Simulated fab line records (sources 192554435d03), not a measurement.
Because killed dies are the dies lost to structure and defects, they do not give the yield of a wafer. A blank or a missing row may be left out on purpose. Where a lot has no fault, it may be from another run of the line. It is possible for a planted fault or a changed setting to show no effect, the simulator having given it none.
Problem report, 8D (eight disciplines) form, completed by code | flow n5 finfet | the parts of the form that need people (team, actions taken, sign-off) are left out

## 1. PROBLEM STATEMENT
VIA_MOL_THK at N5_MOL_CONTACT_COAG_THK_MEAS_53 reads a mean of 40.3 nm on 1 wafer of 1 lot; wafers without a fault read 43.9 nm with a standard deviation of 0.63. That is -5.7 standard deviations from the usual mean.
Earliest sighting: wafer L670.6 on film metro-02 at day 8 08:07. Wafers with a number at this step in the record: 30, from 10 lots. Rule for "out" (also "out of limits"): further than 4 standard deviations from the usual mean. The other wafers with a number count as sound.

## 2. WHAT IT IS AND WHAT IT IS NOT
question                    | is               | is not
which readings at this step | VIA_MOL_THK      | -
which lots                  | L670             | L659, L660, L662, L665, L666, L668, L677, L678, L679
which wafers of those lots  | L670.6           | L670.1, L670.2
read on which gauges        | film metro-02    | film metro-01
when                        | from day 8 08:07 | up to then (20 sound wafers); but 9 sound wafers of L677, L678, L679 came after

## 3. WHAT RULES OUT EACH SUSPECT
Counting: if a tool at a process step up to the reading ran every lot that is out, it stays a suspect. Sound lots after the first of them don't rule it out here, since some wafers of a struck lot are sound.
- the gauge at N5_MOL_CONTACT_COAG_THK_MEAS_53 is ruled out. All the wafers that are out were read on film metro-02, but those of them that N5_MOL_CONTACT_COAG_PECVD_31 has rows for are out there too, on other tools.
- pvd sputter-02 at N5_MOL_CONTACT_COAG_TI_SIL_19 (material Ti, target thk 4.2 nm, time 15 s): kept. It processed L670, the lot that is out, at day 7 20:20, and its most recent sound lot before then was L668 at day 7 15:23.
- ald metal-02 at N5_MOL_CONTACT_COAG_ALD_20 (deposits TiN, target thk 1.5 nm, pulse time 1 s, purge time 3 s): kept. It ran the lot that is out, L670 (day 7 20:27).
- rtp anneal-01 at N5_MOL_CONTACT_COAG_ANNEAL_113 (time 300 s): kept. It processed L670, the lot that is out, at day 7 23:37, and its most recent sound lot before then was L662 at day 6 09:08.
- pecvd-04 at N5_MOL_CONTACT_COAG_PECVD_31 (deposits SiO2 from TEOS/O2, target thk 46 nm, time 8.9 s): kept. It processed L670, the lot that is out, at day 8 04:35, and its most recent sound lot before then was L666 at day 7 04:55. Its own readings are out on those wafers: susceptor temp C.
- In pecvd-04 at N5_MOL_CONTACT_COAG_PECVD_31, the wafers that are out were processed in chamber 0 and their sound lot-mates in chambers 1, 2.
Left after counting: pvd sputter-02 at N5_MOL_CONTACT_COAG_TI_SIL_19, ald metal-02 at N5_MOL_CONTACT_COAG_ALD_20, rtp anneal-01 at N5_MOL_CONTACT_COAG_ANNEAL_113, pecvd-04 at N5_MOL_CONTACT_COAG_PECVD_31.

## 4. THE CAUSE (what the simulator had put in)
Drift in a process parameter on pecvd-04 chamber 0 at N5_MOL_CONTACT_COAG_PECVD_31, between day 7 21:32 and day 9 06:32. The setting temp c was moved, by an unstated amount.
Of the 4 suspects that counting leaves, this tool is one.

## 5. SEQUENCE OF EFFECTS, ordered by route
Each row: a reading whose mean over the struck wafers that have a number lies more than 3 standard deviations from the usual. Scope: only readings with a usual standard deviation given in the record; hours: median across lots of the time from each lot's start at the first step in this table that gives one to its start at this step; sigmas: change in usual standard deviations.
hours | step                            | reading          | usual    | on struck wafers | change | sigmas
0     | N5_MOL_CONTACT_COAG_PECVD_31    | susceptor temp C | 400.02 C | 414.48           | +14.46 | +63
4     | N5_MOL_CONTACT_COAG_THK_MEAS_53 | VIA_MOL_THK      | 43.9 nm  | 40.3             | -3.6   | -5.7
The process steps in it:
- N5_MOL_CONTACT_COAG_PECVD_31: deposits SiO2 from TEOS/O2, target thk 46 nm, time 8.9 s.
At these later measuring or inspecting steps, every struck wafer for which the step has a row has a number for every such reading, and none has moved that far: N5_BEOL_M4_RC_MEAS_101.

## 6. HOW IT WOULD HAVE BEEN CAUGHT EARLIER
Counted from the fault's start at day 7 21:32, it took 11 hours until the first out-of-limits reading at a measuring or inspecting step in this record, taken at day 8 08:07.
The tool's own readings at N5_MOL_CONTACT_COAG_PECVD_31 were out on every struck wafer that the step has a row for (susceptor temp C): an alarm limit on them would have fired on the first of those.
By day 8 08:07 the whole set of lots that are out, 1 in number, had already begun N5_MOL_CONTACT_COAG_PECVD_31 on pecvd-04. None of them would have been spared by holding the tool at that moment.
